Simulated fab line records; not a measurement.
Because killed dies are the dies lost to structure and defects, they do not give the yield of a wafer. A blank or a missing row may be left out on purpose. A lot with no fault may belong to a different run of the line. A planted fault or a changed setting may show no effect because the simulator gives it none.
fab line records | flow n5-finfet
[record] lots = 4 wafers = 12 last-day = 19
route steps=1938 shown MOL_CONTACT_COAG@550 BEOL_M4@1111 PASSIVATION@1936
lots with no fault: from the same line, run without faults
start-h: the number of hours between the record's first day and the start of the first shown wafer of the lot | wait-h: hours from the lot's prior step to this one | " identical to the entry in the row above | L1.1+2: a single row standing in for several wafers | - no value present, or no start provided | * or withheld: withheld | < > ~ a bound
route shown NAME@n: names a module that has steps shown in the file, with the first one's number in the route | usual: mean/standard deviation of fault-free wafers | same: alike in all rows | chamber/n: place in a boat | sites: each site's reading | _std_site: the values' standard deviation | _edge_site: mean of outer sites minus mean of inner sites | radius-mm: for every site, how far away it sits from the centre of the wafer | mask NAME#n: copy n | behind: the last tool/chamber to shape the wafer | hold: what put the lot on hold/how long, in hours/how the hold closed | device: the transistor (n, p or np) that didn't switch | end of line: the tests these same wafers got at the end of their route | a step with no rows: only its recipe | killed: at the first sort, the dies lost to defects and structure; wafer yield is something else | map: a wafer's dies, marking killed ones x, the rest . and places with no die _
set.NAME: the run value of the setting; set.NAME@STEP: its run value at that earlier step | model.NAME: the simulator's own value behind a step, which no gauge read
a table for each step, a row for each wafer; lots at some steps of the route
services: a tool's chamber out of use, with start hour (start-h, from the record's first day; less than 0 if before it), hours out, and reason
[[steps]]
[step N5_MOL_CONTACT_COAG_PRE_CLEAN_142]
[recipe] gas = H2/He time-s = 60 temp-c = 300
[step N5_MOL_CONTACT_COAG_SPUTTER_130]
[recipe] material = Co target-thk-a = 475 temp-c = 25 chamber-pressure-pa = 0.5 power-w = 3000
[step N5_MOL_CONTACT_COAG_PRECLEAN_125]
[recipe] chemistry = DIW time-s = 57.5 temp-c = 23
[step N5_MOL_CONTACT_COAG_SRD_126]
[recipe] dry-time-s = 32 dry = n2-spin spin-rpm = 1500
[step N5_MOL_CONTACT_COAG_CMP_23]
[recipe] stop-on = SiO2 t-overpolish-s = 1.5 post-cmp-clean = cu-alkaline down-force-psi = 2 platen-rpm = 50.289 pad-velocity-m-s = 1.0006 target-thk-nm = 0
[step N5_MOL_CONTACT_COAG_WET_ETCH_26]
[recipe] target = Co target-depth-nm = 13
[step N5_MOL_CONTACT_COAG_WET_ETCH_116]
[recipe] chemistry = SC1-inhibited target-depth-nm = 4.6 dry = ipa-marangoni rinse-time-s = 30 rinse-temp-c = 23
[step N5_MOL_CONTACT_COAG_ALD_27]
[recipe] material = SiOC target-thk-a = 170 temp-c = 400 ald-precursor-family = carbosiloxane ald-co-reactant = H2-plasma pulse-time-s = 1.5 time-s = 2720 purge-time-s = 2 co-reactant-purge-time-s = 2 ald-cycles = 340 pressure-torr = 2
[step N5_MOL_CONTACT_COAG_CMP_28]
[recipe] stop-on = SiNx t-overpolish-s = 0.85 post-cmp-clean = alkaline-brush down-force-psi = 4.15 platen-rpm = 51.8 pad-velocity-m-s = 1.0307 target-thk-nm = 14.522
[step N5_MOL_CONTACT_COAG_ALD_123]
[recipe] material = SiNx target-thk-a = 50 temp-c = 400 ald-precursor-family = SiH2I2 ald-co-reactant = N2/H2-plasma pulse-time-s = 1 purge-time-s = 2 co-reactant-purge-time-s = 2 ald-cycles = 100 pressure-torr = 2
[usual] ald-cycles = 100/0 heater-power-outer-w = 490/50 heater-power-w = 812/99 precursor-pulse-height-rel = 1.001/0.019
// columns lot.wafer tool chamber start-h wait-h ald-cycles heater-power-outer-w heater-power-w precursor-pulse-height-rel model.SiNx_of_MOL_CONTACT_COAG_ALD_123.thk-nm
L662.1 ald-sin-01 3 128.92 0.0 100 575 992 0.994 5
L662.5 " 1 " " 100 428 724 0.989 5
L662.6 " 2 " " 100 453 732 0.977 5
L663.2 ald-sin-01 3 134.60 0.0 100 567 1012 0.973 5
L663.5 " 1 " " 187 431 691 0.995 9.4
L663.6 " 2 " " 100 461 724 1.014 5
L664.1 ald-sin-01 3 139.54 0.0 187 568 1040 1.017 9.4
L664.2 " 2 " " 100 467 727 1.033 5
L664.4 " 0 " " 100 508 758 1.005 5
L680.1 ald-sin-02 1 233.32 0.0 100 568 937 0.980 5
L680.2 " 3 " " 100 475 810 1.006 5
L680.3 " 2 " " 100 411 687 0.990 5
[step N5_MOL_CONTACT_COAG_PECVD_31]
[recipe] material = SiO2 target-thk-a = 460 temp-c = 400 precursor = TEOS/O2 pressure-torr = 6.5 rf-w = withheld teos-flow-sccm = withheld gas = O2 flow-sccm = 2650 time-s = 8.9
[step N5_MOL_CONTACT_COAG_COAT_75]
[recipe] resist = SOC temp-c = 250 time-s = 60 spin-rpm = 1500 resist-thk-nm = 60
[step N5_MOL_CONTACT_COAG_COAT_76]
[recipe] resist = SiARC temp-c = 220 time-s = 60 spin-rpm = 1500 resist-thk-nm = 10
[step N5_MOL_CONTACT_COAG_COAT_77]
[recipe] resist = underlayer temp-c = 205 time-s = 60 spin-rpm = 1500 resist-thk-nm = 10
[step N5_MOL_CONTACT_COAG_COAT_78]
[recipe] resist = CAR-EUV spin-rpm = 1500 resist-thk-nm = 40
[step N5_MOL_CONTACT_COAG_EBR_80]
[recipe] solvent = PGMEA ebr-width-mm = 1.5
[step N5_MOL_CONTACT_COAG_SOFTBAKE_79]
[recipe] temp-c = 110 time-s = 60 resist = CAR-EUV
[step N5_MOL_CONTACT_COAG_EXPOSE_81]
[recipe] mask-id = VG na = 0.33 source-shape = annular sigma-inner = 0.3 sigma-outer = 0.7 polarization = unpolarized defocus-nm = 0 dose-mj = 59.5
[step N5_MOL_CONTACT_COAG_PEB_82]
[recipe] peb-temp-c = 100 peb-time-s = 60 resist = CAR-EUV
[step N5_MOL_CONTACT_COAG_DEVELOP_83]
[recipe] develop-time-s = 30 developer = TMAH resist = CAR-EUV rinse-liquid = surfactant-rinse dry = air-spin dev-temp-c = 23
[step N5_MOL_CONTACT_COAG_DESCUM_88]
[recipe] chemistry = O2 time-s = 7 source-power-w = 50 bias-power-w = 20 pressure-mtorr = 20 rf-frequency-hz = 2.712e+07 temp-c = 40 resist = CAR-EUV o2-flow-sccm = 225
[step N5_MOL_CONTACT_COAG_ETCH_89]
[recipe] chemistry = N2/H2 target = underlayer target-depth-a = 130 mask-material = CAR-EUV time-s = 10.4 ion-energy-ev = 200 pressure-mtorr = 30 source-w = 840 bias-w = 150 n2-flow-sccm = 200 h2-flow-sccm = 200 ends = cleared
[step N5_MOL_CONTACT_COAG_ETCH_90]
[recipe] chemistry = CF4 target = SiARC target-depth-a = 130 mask-material = CAR-EUV time-s = 21.7 ion-energy-ev = 80 pressure-mtorr = 40 source-w = 545 bias-w = 36 Ar_flow_sccm = 100 cf4-flow-sccm = 100 ends = cleared
[step N5_MOL_CONTACT_COAG_ALD_131]
[recipe] material = SiO2 target-thk-a = 50 temp-c = 100 ald-precursor-family = BDEAS ald-co-reactant = O2-plasma pulse-time-s = 1 co-reactant-pulse-time-s = 1 purge-time-s = 2 co-reactant-purge-time-s = 2 ald-cycles = 35 pressure-torr = 2
[step N5_MOL_CONTACT_COAG_ETCHBACK_132]
[recipe] chemistry = CHF3 target = SiO2 target-depth-a = 100 time-s = 6.7 ion-energy-ev = 200 pressure-mtorr = 30 source-w = 610 bias-w = 170 Ar_flow_sccm = 200 CHF3_flow_sccm = 50
[step N5_MOL_CONTACT_COAG_ETCH_91]
[recipe] chemistry = N2/H2 target = SOC target-depth-a = 600 overetch-a = 210 mask-material = SiARC temp-c = 40 time-s = 101.2 ion-energy-ev = 200 pressure-mtorr = 30 source-w = 840 bias-w = 150 n2-flow-sccm = 200 h2-flow-sccm = 200
[step N5_MOL_CONTACT_COAG_STRIP_92]
[recipe] chemistry = N2/H2 temp-c = 40 n2-flow-sccm = 200 h2-flow-sccm = 200 rf-frequency-hz = 6e+07
[step N5_MOL_CONTACT_COAG_STRIP_93]
[recipe] chemistry = N2/H2 temp-c = 40 n2-flow-sccm = 200 h2-flow-sccm = 200 rf-frequency-hz = 6e+07
[step N5_MOL_CONTACT_COAG_ETCHBACK_135]
[recipe] chemistry = CHF3 target = SiO2 target-depth-a = 250 time-s = 16.7 ion-energy-ev = 200 pressure-mtorr = 30 source-w = 610 bias-w = 170 Ar_flow_sccm = 200 CHF3_flow_sccm = 50
[step N5_MOL_CONTACT_COAG_STRIP_118]
[recipe] chemistry = CHF3 resist = SiARC rf-frequency-hz = 6e+07
[step N5_MOL_CONTACT_COAG_VIA_ETCH_46]
[recipe] chemistry = C4F6/O2 target-depth-a = 460 overetch-a = 92 mask-material = SOC target = SiO2 bias-w = 455 pressure-mtorr = 10 time-s = 40 source-w = 325 Ar_flow_sccm = 300 C4F6_flow_sccm = 10 O2_flow_sccm = 10 ion-energy-ev = 575.3 ends = end-point
[step N5_MOL_CONTACT_COAG_STRIP_96]
[recipe] chemistry = N2/H2 power-w = 500 temp-c = 40 pressure-mtorr = 50 rf-frequency-hz = 6e+07 overash-fraction = 0.3 bias-power-w = 28 h2-frac = 0.5 n2-flow-sccm = 300 h2-flow-sccm = 300
[step N5_MOL_CONTACT_COAG_ETCH_47]
[recipe] chemistry = CH3F/O2 target = SiNx target-depth-a = 270 mask-material = SiO2 stop-on = W over-etch-frac = 0.2 ion-energy-ev = 120 endpoint = OES-CN pressure-mtorr = 30 source-w = 395 bias-w = 73 Ar_flow_sccm = 150 CH3F_flow_sccm = 30 O2_flow_sccm = 20 ends = end-point
[step N5_MOL_CONTACT_COAG_STRIP_119]
[recipe] chemistry = N2/H2 time-s = 30 power-w = 1000 temp-c = 250 pressure-mtorr = withheld n2-flow-sccm = 1750 h2-flow-sccm = 3250
[step N5_MOL_CONTACT_COAG_PRECLEAN_144]
[recipe] chemistry = alkaline-clean temp-c = 60 time-s = 60 do-ppb = 50
[step N5_MOL_CONTACT_COAG_SRD_145]
[recipe] dry = ipa-marangoni time-s = 30 temp-c = 23 rinse-liquid = diw
[step N5_MOL_CONTACT_COAG_ETCH_124]
[recipe] chemistry = CH3F/O2 target = SiNx target-depth-a = 65 mask-material = SOC stop-on = SiOC over-etch-frac = 0.3 ion-energy-ev = 120 pressure-mtorr = 30 source-w = 395 bias-w = 73 Ar_flow_sccm = 150 CH3F_flow_sccm = 30 O2_flow_sccm = 20 ends = end-point
[usual] drypump-motor-current-A = 5.8/0.45 oes-product-au = 0.68/0.076 rf-vpp-V = 298/5.2 showerhead-plenum-p-Torr = 1.98/0.049 throttle-valve-pct = 16.27/0.28
// columns lot.wafer tool chamber start-h wait-h drypump-motor-current-A oes-product-au rf-hours-counter-h rf-vpp-V showerhead-plenum-p-Torr throttle-valve-pct model.etch.depth-nm
L662.1 rie-diel-01 1 132.01 0.0 6.0 0.71 61 302 2.01 15.99 5.012
L662.5 " 0 " " 5.8 0.83 - 294 2.04 15.78 4.969
L662.6 " 1 " " 6.0 0.71 - 303 2.01 16.00 4.978
L663.2 rie-diel-05 1 137.97 0.0 5.8 0.60 198 301 1.91 16.58 5.029
L663.5 " 0 " " 5.7 0.72 - 292 1.99 16.46 6.465
L663.6 " 1 " " 5.8 0.60 - 301 1.91 16.58 5.016
L664.1 rie-diel-05 0 142.47 0.0 5.6 0.71 213 291 1.99 16.47 6.446
L664.2 " 1 " " 5.8 0.60 200 301 1.90 16.60 5.013
L664.4 " 1 " " 5.8 0.60 - 301 1.90 16.58 4.964
L680.1 rie-diel-06 2 236.20 0.0 4.6 0.68 112 306 2.01 16.47 5.029
L680.2 " 0 " " 5.5 0.70 89 297 2.02 16.03 4.975
L680.3 " 1 " " 5.3 0.59 230 290 1.89 16.37 4.99
[step N5_BEOL_M4_RC_MEAS_101]
[usual] DIBL_N = 36.3/1.7 DIBL_P = 36.5/2.1 IOFF_N = 0.16/0.03 IOFF_P = 0.22/0.035 ION_N = 675/11 ION_P = 465/7.1 SS_N = 71.5/0.62 SS_P = 73.3/0.64 VT_N = 250/3.1 VT_P = -249.1/3
// columns lot.wafer tool chamber start-h wait-h DIBL_N[mV/V] DIBL_P[mV/V] IOFF_N[nA/um] IOFF_P[nA/um] ION_N[uA/um] ION_P[uA/um] SS_N[mV/dec] SS_P[mV/dec] VT_N[mV] VT_P[mV]
L662.1 prober-01 0 195.23 0.0 37.6 38.8 0.19 0.23 697 468 72.1 74.1 246 -250.9
L662.5 " 0 " " 38.3 38.9 0.20 0.24 694 470 71.4 74.3 246 -249.7
L662.6 " 0 " " 35.1 35.7 0.16 0.19 688 470 71.7 73.1 248 -254.5
L663.2 prober-02 0 200.23 0.2 34.3 33.8 0.11 0.18 657 457 71.0 73.1 254 -256.1
L663.6 " 0 " " 33.5 32.9 0.11 0.17 655 456 70.5 72.7 254 -253.8
L664.2 prober-02 0 201.89 0.2 36.5 35.3 0.15 0.21 673 467 72.0 73.9 250 -249.7
L664.4 " 0 " " 37.1 35.7 0.17 0.24 672 469 72.1 73.0 248 -246.0
L680.1 prober-02 0 332.04 0.0 35.3 37.3 0.16 0.22 697 477 71.7 73.4 247 -247.2
L680.2 " 0 " " 37.0 38.8 0.19 0.24 684 466 71.6 73.7 247 -247.8
L680.3 " 0 " " 36.2 38.5 0.17 0.26 688 474 71.9 74.0 247 -246.5
[step N5_PASSIVATION_PROBE_49]
[usual] defect-limited-yield = 91.2/1.4 killed_at_M0_to_M3 = 36/10 killed_at_M4_up = 13/5.1 killed-at-contacts = 12/5.4 killed-at-front-end = 39/11 killed-at-other = 3.5/2.4 killed-dies = 104/17 killed-on-rim = 14/3.8 killed-open = 67/13 killed-short = 36/8.3 sort_bin_5_function = 5.2/0.98 sort_bin_6_memory = 3.3/0.68 sort-n-pass = 1076/17 sort-yield-pct = 91.2/1.4
[same] gross-dies = 1180 killed-at-back-side = 0 sort_bin_4_leakage[%] = 0 sort_bin_8_speed[%] = 0
// columns lot.wafer tool chamber start-h wait-h defect-limited-yield[%] killed_at_M0_to_M3 killed_at_M4_up killed-at-contacts killed-at-front-end killed-at-other killed-dies killed-on-rim killed-open killed-short sort_bin_5_function[%] sort_bin_6_memory[%] sort-n-pass sort-yield-pct[%]
L662.1 prober-02 - 280.17 0.0 91.5 43 17 3 35 2 100 13 62 37 5.3 2.9 1080 91.5
L662.5 prober-02 - 280.37 0.2 93.2 18 7 10 40 5 80 7 47 32 4.2 2.3 1100 93.2
L662.6 prober-02 - 280.42 0.3 92.0 30 12 20 32 0 94 11 69 25 4.7 3.1 1086 92.0
L663.2 prober-01 - 283.74 0.1 90.2 36 8 14 54 4 116 16 69 47 5.9 3.6 1064 90.2
L663.5 prober-01 - 283.89 0.2 0 38 14 1086 40 2 1180 152 59 38 96.5 3.2 0 0
L663.6 prober-01 - 283.94 0.3 90.3 45 31 6 25 7 114 13 82 32 5.6 3.6 1066 90.3
L664.1 prober-01 - 287.62 0.0 0 35 12 1081 49 3 1180 152 70 44 95.5 4.2 0 0
L664.2 prober-01 - 287.67 0.1 92.4 27 15 3 42 3 90 15 68 22 4.4 3.2 1090 92.4
L664.4 prober-01 - 287.77 0.2 88.1 28 20 17 74 2 141 22 103 38 6.4 5.3 1039 88.1
// killed by level:class
L662.1 BEOL_M0_SAQP:geometric-particle:open=14 BEOL_M0_SAQP:geometric-particle:short=12 FIN_SAQP:geometric-particle:open=9 BEOL_M4:geometric-particle:open=7 FIN_SAQP:geometric-particle:short=6 STI_FIN_REVEAL:geometric-particle:open=5 BEOL_M2:geometric-particle:open=5 BEOL_M3:geometric-particle:open=5
L662.5 MOL_CONTACT_COAG:geometric-particle:open=8 BEOL_M0_SAQP:geometric-particle:short=6 GATE_CUT:geometric-particle:short=6 FIN_SAQP:geometric-particle:open=5 FIN_SAQP:geometric-particle:short=5 BEOL_M4:geometric-particle:open=5 STI_FIN_REVEAL:geometric-particle:open=4 BEOL_M0_SAQP:geometric-particle:open=4
L662.6 MOL_CONTACT_COAG:geometric-particle:open=18 BEOL_M0_SAQP:geometric-particle:open=7 STI_FIN_REVEAL:geometric-particle:open=6 GATE_CUT:geometric-particle:short=6 BEOL_M2:geometric-particle:open=6 FIN_SAQP:geometric-particle:short=5 BEOL_M0_SAQP:geometric-particle:short=5 BEOL_M8:geometric-particle:open=5
L663.2 FIN_SAQP:geometric-particle:short=20 STI_FIN_REVEAL:geometric-particle:open=12 BEOL_M0_SAQP:geometric-particle:open=12 MOL_CONTACT_COAG:geometric-particle:open=10 BEOL_M0_SAQP:geometric-particle:short=10 FIN_SAQP:geometric-particle:open=9 MOL_CONTACT_COAG:geometric-particle:short=4 DUMMY_GATE:geometric-particle:open=4
L663.5 MOL_CONTACT_COAG:area-etch=1081 FIN_SAQP:geometric-particle:short=14 BEOL_M0_SAQP:geometric-particle:open=12 STI_FIN_REVEAL:geometric-particle:open=10 BEOL_M0_SAQP:geometric-particle:short=10 BEOL_M4:geometric-particle:open=8 BEOL_M1:geometric-particle:open=5 BEOL_M3:geometric-particle:open=5
L663.6 BEOL_M4:geometric-particle:open=18 BEOL_M0_SAQP:geometric-particle:open=13 STI_FIN_REVEAL:geometric-particle:open=8 BEOL_M0_SAQP:geometric-particle:short=8 BEOL_M1:geometric-particle:open=8 BEOL_M0:geometric-particle:open=7 FIN_SAQP:geometric-particle:short=5 MOL_CONTACT_COAG:geometric-particle:open=5
L664.1 MOL_CONTACT_COAG:area-etch=1066 STI_FIN_REVEAL:geometric-particle:open=15 BEOL_M0_SAQP:geometric-particle:short=11 MOL_CONTACT_COAG:geometric-particle:open=10 FIN_SAQP:geometric-particle:short=8 FIN_SAQP:geometric-particle:open=7 DUMMY_GATE:geometric-particle:open=7 BEOL_M4:geometric-particle:open=6
L664.2 STI_FIN_REVEAL:geometric-particle:open=27 BEOL_M0_SAQP:geometric-particle:open=9 BEOL_M4:geometric-particle:open=8 BEOL_M0_SAQP:geometric-particle:short=7 STI_FIN_REVEAL:geometric-particle:short=6 BEOL_M1:geometric-particle:open=6 BEOL_M3:geometric-particle:open=4 MOL_CONTACT_COAG:geometric-particle:open=3
L664.4 STI_FIN_REVEAL:geometric-particle:open=32 MOL_CONTACT_COAG:geometric-particle:open=16 FIN_SAQP:geometric-particle:short=10 BEOL_M0_SAQP:geometric-particle:open=10 FIN_SAQP:geometric-particle:open=6 BEOL_M2:geometric-particle:open=6 DUMMY_GATE:geometric-particle:open=5 GATE_CUT:geometric-particle:short=5
// map L663.5 (x killed, . not)
_________________xxxxxxxxxxxx________________
______________xxxxxxxxxxxxxxxxxx_____________
___________xxxxxxxxxxxxxxxxxxxxxxxx__________
__________xxxxxxxxxxxxxxxxxxxxxxxxxx_________
________xxxxxxxxxxxxxxxxxxxxxxxxxxxxxx_______
_______xxxxxxxxxxxxxxxxxxxxxxxxxxxxxxxx______
______xxxxxxxxxxxxxxxxxxxxxxxxxxxxxxxxxx_____
_____xxxxxxxxxxxxxxxxxxxxxxxxxxxxxxxxxxxx____
____xxxxxxxxxxxxxxxxxxxxxxxxxxxxxxxxxxxxxx___
___xxxxxxxxxxxxxxxxxxxxxxxxxxxxxxxxxxxxxxxx__
___xxxxxxxxxxxxxxxxxxxxxxxxxxxxxxxxxxxxxxxx__
__xxxxxxxxxxxxxxxxxxxxxxxxxxxxxxxxxxxxxxxxxx_
__xxxxxxxxxxxxxxxxxxxxxxxxxxxxxxxxxxxxxxxxxx_
_xxxxxxxxxxxxxxxxxxxxxxxxxxxxxxxxxxxxxxxxxxxx
_xxxxxxxxxxxxxxxxxxxxxxxxxxxxxxxxxxxxxxxxxxxx
_xxxxxxxxxxxxxxxxxxxxxxxxxxxxxxxxxxxxxxxxxxxx
_xxxxxxxxxxxxxxxxxxxxxxxxxxxxxxxxxxxxxxxxxxxx
_xxxxxxxxxxxxxxxxxxxxxxxxxxxxxxxxxxxxxxxxxxxx
_xxxxxxxxxxxxxxxxxxxxxxxxxxxxxxxxxxxxxxxxxxxx
_xxxxxxxxxxxxxxxxxxxxxxxxxxxxxxxxxxxxxxxxxxxx
_xxxxxxxxxxxxxxxxxxxxxxxxxxxxxxxxxxxxxxxxxxxx
__xxxxxxxxxxxxxxxxxxxxxxxxxxxxxxxxxxxxxxxxxx_
__xxxxxxxxxxxxxxxxxxxxxxxxxxxxxxxxxxxxxxxxxx_
___xxxxxxxxxxxxxxxxxxxxxxxxxxxxxxxxxxxxxxxx__
___xxxxxxxxxxxxxxxxxxxxxxxxxxxxxxxxxxxxxxxx__
____xxxxxxxxxxxxxxxxxxxxxxxxxxxxxxxxxxxxxx___
_____xxxxxxxxxxxxxxxxxxxxxxxxxxxxxxxxxxxx____
______xxxxxxxxxxxxxxxxxxxxxxxxxxxxxxxxxx_____
_______xxxxxxxxxxxxxxxxxxxxxxxxxxxxxxxx______
________xxxxxxxxxxxxxxxxxxxxxxxxxxxxxx_______
__________xxxxxxxxxxxxxxxxxxxxxxxxxx_________
___________xxxxxxxxxxxxxxxxxxxxxxxx__________
______________xxxxxxxxxxxxxxxxxx_____________
_________________xxxxxxxxxxxx________________
// map L664.1 (x killed, . not)
_________________xxxxxxxxxxxx________________
______________xxxxxxxxxxxxxxxxxx_____________
___________xxxxxxxxxxxxxxxxxxxxxxxx__________
__________xxxxxxxxxxxxxxxxxxxxxxxxxx_________
________xxxxxxxxxxxxxxxxxxxxxxxxxxxxxx_______
_______xxxxxxxxxxxxxxxxxxxxxxxxxxxxxxxx______
______xxxxxxxxxxxxxxxxxxxxxxxxxxxxxxxxxx_____
_____xxxxxxxxxxxxxxxxxxxxxxxxxxxxxxxxxxxx____
____xxxxxxxxxxxxxxxxxxxxxxxxxxxxxxxxxxxxxx___
___xxxxxxxxxxxxxxxxxxxxxxxxxxxxxxxxxxxxxxxx__
___xxxxxxxxxxxxxxxxxxxxxxxxxxxxxxxxxxxxxxxx__
__xxxxxxxxxxxxxxxxxxxxxxxxxxxxxxxxxxxxxxxxxx_
__xxxxxxxxxxxxxxxxxxxxxxxxxxxxxxxxxxxxxxxxxx_
_xxxxxxxxxxxxxxxxxxxxxxxxxxxxxxxxxxxxxxxxxxxx
_xxxxxxxxxxxxxxxxxxxxxxxxxxxxxxxxxxxxxxxxxxxx
_xxxxxxxxxxxxxxxxxxxxxxxxxxxxxxxxxxxxxxxxxxxx
_xxxxxxxxxxxxxxxxxxxxxxxxxxxxxxxxxxxxxxxxxxxx
_xxxxxxxxxxxxxxxxxxxxxxxxxxxxxxxxxxxxxxxxxxxx
_xxxxxxxxxxxxxxxxxxxxxxxxxxxxxxxxxxxxxxxxxxxx
_xxxxxxxxxxxxxxxxxxxxxxxxxxxxxxxxxxxxxxxxxxxx
_xxxxxxxxxxxxxxxxxxxxxxxxxxxxxxxxxxxxxxxxxxxx
__xxxxxxxxxxxxxxxxxxxxxxxxxxxxxxxxxxxxxxxxxx_
__xxxxxxxxxxxxxxxxxxxxxxxxxxxxxxxxxxxxxxxxxx_
___xxxxxxxxxxxxxxxxxxxxxxxxxxxxxxxxxxxxxxxx__
___xxxxxxxxxxxxxxxxxxxxxxxxxxxxxxxxxxxxxxxx__
____xxxxxxxxxxxxxxxxxxxxxxxxxxxxxxxxxxxxxx___
_____xxxxxxxxxxxxxxxxxxxxxxxxxxxxxxxxxxxx____
______xxxxxxxxxxxxxxxxxxxxxxxxxxxxxxxxxx_____
_______xxxxxxxxxxxxxxxxxxxxxxxxxxxxxxxx______
________xxxxxxxxxxxxxxxxxxxxxxxxxxxxxx_______
__________xxxxxxxxxxxxxxxxxxxxxxxxxx_________
___________xxxxxxxxxxxxxxxxxxxxxxxx__________
______________xxxxxxxxxxxxxxxxxx_____________
_________________xxxxxxxxxxxx________________
[[services]]
// columns tool chamber start-h hours kind
rie-diel-05 - 106.30 2.8 pm
ald-sin-01 1 121.31 1.8 repair
rie-diel-06 1 121.89 3.9 repair
rie-diel-05 3 134.17 - clean
rie-diel-05 3 134.17 - consumable-replace:focus-ring
rie-diel-05 3 134.17 13.7 scheduled-down
rie-diel-05 3 134.17 13.7 vent-cycle
ald-sin-02 2 142.87 - calibration
rie-diel-05 2 147.93 - clean
rie-diel-05 2 147.93 - consumable-replace:focus-ring
rie-diel-05 2 147.93 15.4 scheduled-down
rie-diel-05 2 147.93 15.4 vent-cycle
ald-sin-01 3 153.29 4.2 repair
rie-diel-06 1 168.38 3.6 repair
ald-sin-01 0 171.95 2.6 repair
rie-diel-06 3 219.64 - clean
rie-diel-06 3 219.64 - consumable-replace:focus-ring
rie-diel-06 3 219.64 19.4 scheduled-down
rie-diel-06 3 219.64 19.4 vent-cycle
ald-sin-02 0 227.88 15.1 repair
[[key]]
[first-sign] step = N5_MOL_CONTACT_COAG_ALD_123 reading = ald-cycles direction = up sigmas = 99+ usual = * struck = *
[effect] step = N5_PASSIVATION_PROBE_49 reading = killed-at-contacts direction = up sigmas = 99+ usual = 12 struck = 1084
[model-effect] step = N5_MOL_CONTACT_COAG_ALD_123 value = SiNx_of_MOL_CONTACT_COAG_ALD_123.thk-nm without = 5 struck = 9.4
[model-effect] step = N5_MOL_CONTACT_COAG_ETCH_124 value = etch.depth-nm without = 5.001 struck = 6.455
[more-kills-born-at] N5_MOL_CONTACT_COAG_ETCH_48@rie-diel-05 = 2147
met-at N5_MOL_CONTACT_COAG_ALD_123
struck-wafers L663.5,L664.1
later-rows-left-out L663.5,L664.1
onset-between 128.92 134.60
[fault] kind = process-parameter-drift tool = ald-sin-01 chamber = - onset-h = 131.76 steps = N5_MOL_CONTACT_COAG_ALD_123 channel = ald-cycles offset = * shape = step end-h = 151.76 scope = struck-wafers-only acts-in = * stated = *
// later-rows-left-out: the simulator's readings of these wafers behind a module that went badly wrong aren't trusted and aren't shown, but for the sort
